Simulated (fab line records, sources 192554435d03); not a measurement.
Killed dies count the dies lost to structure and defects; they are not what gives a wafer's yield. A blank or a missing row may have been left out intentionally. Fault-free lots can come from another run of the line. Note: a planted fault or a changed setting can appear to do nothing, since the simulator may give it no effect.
Code-filled problem report in 8D (eight disciplines) form ; flow n5 finfet ; the parts of the form that need people (team, actions taken, sign-off) are left out

## 1. WHAT IS WRONG
spin speed rpm at N5_BEOL_M11_COAT_64 reads a mean of 1450.9 rpm on 6 wafers of 2 lots; wafers without a fault read 1500.2 rpm with a standard deviation of 1.1. Measured from the usual mean, that is -45 standard deviations.
The step: time 60 s, resist thk 30 nm.
Seen first at day 14 11:44 on litho track-02, wafer L857.3. Wafers with a number at this step in the record: 12, from 4 lots. Rule for "out", or "out of limits": more than 4 standard deviations from the usual mean. The rest of the wafers with a number are treated as sound.

## 2. WHAT IT IS, AND WHAT IT ISN'T
question;is;is not
which readings at this step;spin speed rpm;plate temp C
which lots;L857, L859;L843, L856
which wafers of those lots;all that have a number;-
read on which tools;litho track-02;litho track-03
when;from day 14 11:44;up to then (6 sound wafers)

## 3. THE SUSPECTS, EACH WITH WHAT RULES IT OUT
Counting: any tool at a process step up to the reading is kept as a suspect provided that every lot that is out went through it and no sound lot did after the first of them.
- litho track-02 at N5_BEOL_M11_COAT_64 (time 60 s, resist thk 30 nm): kept. It processed each lot that is out, first L857 at day 14 11:44, and no sound lot thereafter; up to then, the last sound lot it processed was L843 at day 11 02:09. On those wafers its own readings are out: spin speed rpm.
After counting, what remains is litho track-02 at N5_BEOL_M11_COAT_64.

## 4. THE CAUSE (what the simulator had put in)
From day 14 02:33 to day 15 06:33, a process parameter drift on litho track-02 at N5_BEOL_M11_COAT_64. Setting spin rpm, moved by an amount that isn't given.
The count eliminated every tool but this one.

## 5. THE CHAIN OF EFFECTS, in route order
Each row: a reading where the mean over the struck wafers with a number is more than 3 standard deviations away from the usual. Only readings for which the record gives a usual standard deviation are gone through. hours: the time from each lot's start at the first step in this table that gives one to its start at this step, as a median over the lots. sigmas: the change in usual standard deviations.
hours;step;reading;usual;on struck wafers;change;sigmas
0;N5_BEOL_M11_COAT_64;spin speed rpm;1500.2 rpm;1450.9;-49.3;-45
Its process steps:
- N5_BEOL_M11_COAT_64: time 60 s, resist thk 30 nm.

## 6. WHAT WOULD HAVE CAUGHT IT SOONER
9 hours passed between the start of the fault at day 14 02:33 and the first reading out of limits in this record, taken at day 14 11:44.
